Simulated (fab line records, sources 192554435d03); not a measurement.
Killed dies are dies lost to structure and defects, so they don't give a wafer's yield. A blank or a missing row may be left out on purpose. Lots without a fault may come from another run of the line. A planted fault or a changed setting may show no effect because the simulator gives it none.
A struck lot beside a sound one | flow n5_finfet | 14 steps out of a route of 1938
Sound: wafers L333.2, L333.3, L333.6. Struck: wafers L335.3, L335.5, L335.6. The cause comes at the end.
At each step with rows: each side's tool, then ch and its chambers, then its first start. Under that, the readings that differ: sound wafers | struck wafers | difference of the means | sigmas: that difference in standard deviations of wafers without a fault.
alike: readings whose means differ by less than 2 such deviations, and words and numbers that are the same on both sides. not compared: withheld readings, readings that some wafer has no value for, bounds like >300 that may hide the same value, and numbers for which the record gives no deviation and whose values overlap.
The two part at a step that has a row with sigmas, a row that says differs or no value, or rows on one side only. Numbers that don't overlap but have no deviation are shown without sigmas and don't part them. A reading that every wafer of one side lacks parts them only if that side has two wafers or more.

first, 1 step without rows for these wafers: N5_BEOL_M3_STRIP_75 (strips in N2/H2).
N5_BEOL_M3_STRIP_66: strips in CF4.
  sound on rie_diel-01 ch 0,2,3, day 8 12:38; struck on rie_diel-03 ch 1,2,3, day 9 00:35
  alike: chamber_pressure_mTorr, drypump_motor_current_A, oes_product_au, rf_fwd_power_W, rf_vpp_V, showerhead_plenum_p_Torr, throttle_valve_pct
  not compared: rf_hours_counter_h
N5_BEOL_M3_HM_OPEN_17: chemistry Cl2/BCl3, target TiN, target depth 20 nm, overetch 6 nm.
  sound on rie_metal-01 ch 0,1, day 8 12:41; struck on rie_metal-01 ch 0,1, day 9 00:40
  alike: chamber_pressure_mTorr, drypump_motor_current_A, oes_product_au, rf_fwd_power_W, throttle_valve_pct
  not compared: rf_hours_counter_h
N5_BEOL_M3_STRIP_19: strips in O2.
  sound on rie_diel-01 ch 1,3, day 8 13:04; struck on rie_diel-06 ch 2,3, day 9 00:44
  alike: chamber_pressure_mTorr, drypump_motor_current_A, oes_product_au, rf_vpp_V, showerhead_plenum_p_Torr, throttle_valve_pct
  not compared: rf_hours_counter_h
N5_BEOL_M3_CD_MEAS_18: pitch 36 nm, target cd 18 nm.
  sound on cd_sem-01, day 8 13:08; struck on cd_sem-01, day 9 00:49
  alike: cd_nm
then, 7 steps without rows for these wafers: N5_BEOL_M3_COAT_67 (time 60 s, resist thk 60 nm); N5_BEOL_M3_COAT_68 (time 60 s, resist thk 12 nm); N5_BEOL_M3_COAT_76 (time 60 s, resist thk 5 nm); N5_BEOL_M3_COAT_22 (resist thk 30 nm); N5_BEOL_M3_EBR_24; N5_BEOL_M3_SOFTBAKE_23 (time 60 s); N5_BEOL_M3_EXPOSE_25 (exposes mask V2, defocus 5 nm).
N5_BEOL_M3_PEB_26: peb time 60 s.
  sound on litho_track-05 ch 0, day 8 13:23; struck on litho_track-05, day 9 01:04
  no value came back on the struck wafers for chill_plate_temp_C (C), exhaust_pa (Pa); on the sound wafers chill_plate_temp_C (C) reads 23.17 22.99 22.94
then, 1 step without rows for these wafers: N5_BEOL_M3_DEVELOP_27 (develop time 30 s).

WHERE THEY PART
Only at N5_BEOL_M3_PEB_26, within this record.

WHY: what the simulator had put in
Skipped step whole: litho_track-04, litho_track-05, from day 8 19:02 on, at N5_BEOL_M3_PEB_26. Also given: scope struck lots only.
